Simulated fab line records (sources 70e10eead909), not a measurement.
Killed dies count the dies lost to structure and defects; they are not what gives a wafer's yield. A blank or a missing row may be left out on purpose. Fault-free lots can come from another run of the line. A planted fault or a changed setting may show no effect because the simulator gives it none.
Comparing a struck lot with a sound one    flow nandHarc    26 steps out of a route of 1159
Sound: these wafers, L276.1, L276.2, L276.3. The struck wafers were L281.1, L281.4, L281.5. The cause is given at the end.
Order at every step that has rows: each side's tool, ch and its chambers, its first start. Under that, the readings that differ: sound wafers    struck wafers    difference of the means    sigmas: that difference in standard deviations of wafers without a fault.
alike: readings with means less than 2 such deviations apart, plus words and numbers identical on both sides. not compared: withheld readings, readings lacking a value on some wafer, bounds such as >300 that could conceal the same value, and numbers that have no deviation in the record and whose values overlap.
The two part at a step that has a row with sigmas, a row that says differs or no value, or rows on one side only. Numbers that have no deviation but don't overlap get no sigmas and don't part them. Lack of a reading on every wafer of one side parts them only where that side has two or more wafers.

first, 5 steps without rows for these wafers: NHARC_P_GATE_STRIP_15 (strips in SPM, time 780 s); NHARC_P_GATE_PRECLEAN_71 (cleans in SC1); NHARC_P_GATE_SRD_72; NHARC_P_GATE_OXIDE_16 (material SiO2, target thk 3 nm, ox time 392 s); NHARC_P_GATE_CVD_17 (deposits poly-Si, target thk 150 nm, time 900 s).
NHARC_P_GATE_HM_DEP_102: deposits aC, target thk 120 nm.
  sound on aclDep-03 ch 0, day 6 13:49; struck on aclDep-02 ch 0, day 7 18:07
  alike: throttleValvePct
NHARC_P_GATE_DEP_103: deposits SiON, target thk 30 nm.
  sound on pecvd-03 ch 0,1,2, day 6 14:29; struck on pecvd-03 ch 0,1,2, day 7 18:55
  alike: heaterPowerW
then, 5 steps without rows for these wafers: NHARC_P_GATE_DEHYDRATE_18 (time 120 s); NHARC_P_GATE_HMDS_19 (time 30 s); NHARC_P_GATE_COAT_20 (resist thk 90 nm); NHARC_P_GATE_SOFTBAKE_21 (time 55 s); NHARC_P_GATE_EBR_22.
NHARC_P_GATE_EXPOSE_23: exposes mask P GATE, target cd 120 nm.
  sound on arfiScanner-02 ch 0, day 6 15:11; struck on arfiScanner-02 ch 0, day 7 19:29
reading  sound                       struck                               difference  sigmas
mask     P_GATE#0 P_GATE#0 P_GATE#0  P_GATE_R1#0 P_GATE_R1#0 P_GATE_R1#0  differs     
  alike: exposureDoseMJCm2
then, 2 steps without rows for these wafers: NHARC_P_GATE_PEB_24 (peb time 65 s); NHARC_P_GATE_DEVELOP_25 (develop time 35 s).
NHARC_P_GATE_CD_MEAS_26 targets a cd of 120 nm.
  sound on cdSem-01 ch 0, day 6 15:19; struck on cdSem-03 ch 0, day 7 19:38
reading    sound              struck             difference  sigmas
cdNm (nm)  119.3 120.3 119.9  107.2 108.1 107.9  -12.1       -23
NHARC_P_GATE_OVL_MEAS_27:
  sound: overlay-01 at day 6 15:25; struck: overlay-02 at day 7 19:43
  alike: overlayXNm, overlayYNm
NHARC_P_GATE_INSPECT_28:
  sound: defectInspect-01 at day 6 15:27; struck: defectInspect-01 at day 7 19:46
  alike: rawDefectCount
NHARC_P_GATE_DESCUM_31: chemistry O2, time 3 s.
  sound on rieDiel-12 ch 0,1,3, day 6 15:31; struck on rieDiel-02 ch 0,1,2, day 7 19:53
reading                 sound              struck           difference  sigmas
model.P_GATE.cdNm (nm)  118.6 120.5 119.9  107.3 108.3 108  -11.8       
  alike: drypumpMotorCurrentA, oesProductAu, rfVppV, showerheadPlenumPTorr, throttleValvePct
  not compared: rfHoursCounterH
NHARC_P_GATE_ETCH_104: etches the open film in CF4/CHF3, target depth 60 nm.
  sound on rieDiel-12 ch 0,1,2, day 6 15:37; struck on rieDiel-02 ch 1,2, day 7 19:57
reading              sound              struck             difference  sigmas
oesProductAu (a.u.)  0.928 0.917 0.939  0.965 0.974 0.981  +0.045      +2
  alike: drypumpMotorCurrentA, rfVppV, showerheadPlenumPTorr, throttleValvePct
NHARC_P_GATE_HM_OPEN_105: chemistry O2/COS, target depth 360 nm.
  sound on rieDiel-12 ch 0,1,3; struck on rieDiel-02 ch 1,3
  alike: drypumpMotorCurrentA, oesProductAu, rfVppV, showerheadPlenumPTorr, throttleValvePct
  not compared: rfHoursCounterH
then, 2 steps without rows for these wafers: NHARC_P_GATE_STRIP_106 (strips in O2/COS); NHARC_P_GATE_ETCH_114 (etches the open film in CF4/O2, target depth 30 nm, overetch 3 nm, time 16.5 s).
NHARC_P_GATE_ETCH_32: etches the open film in HBr/Cl2, target depth 150 nm, time 100.1 s.
  sound on rieSi-02 ch 1,2,3, day 6 16:09; struck on rieSi-03 ch 1,3, day 7 20:22
reading                 sound              struck             difference  sigmas
model.P_GATE.cdNm (nm)  120.7 117.3 123.4  108.6 110.9 107.7  -11.4       
  alike: drypumpMotorCurrentA, hbrFlowSccm, oesProductAu, throttleValvePct
  not compared: rfHoursCounterH
NHARC_P_GATE_STRIP_108: strips in O2.
  sound on rieDiel-01 ch 0,2,3, day 6 16:19; struck on rieDiel-12 ch 0,3, day 7 20:33
  alike: drypumpMotorCurrentA, oesProductAu, rfVppV, showerheadPlenumPTorr, throttleValvePct
  not compared: rfHoursCounterH
-- jump in the record: it breaks off in module P_GATE and resumes in module END (first step shown: number 1159 of the route), and 15 days separate the struck wafers' starts before and after --
NHARC_END_SORT_01:
  the record has rows for the struck wafers here (prober-01 ch 0, day 22 18:29) and none for the sound ones

== WHERE THEY PART ==
Earliest at NHARC_P_GATE_EXPOSE_23; latest, in this record, at NHARC_END_SORT_01.

WHY: what the simulator had put in
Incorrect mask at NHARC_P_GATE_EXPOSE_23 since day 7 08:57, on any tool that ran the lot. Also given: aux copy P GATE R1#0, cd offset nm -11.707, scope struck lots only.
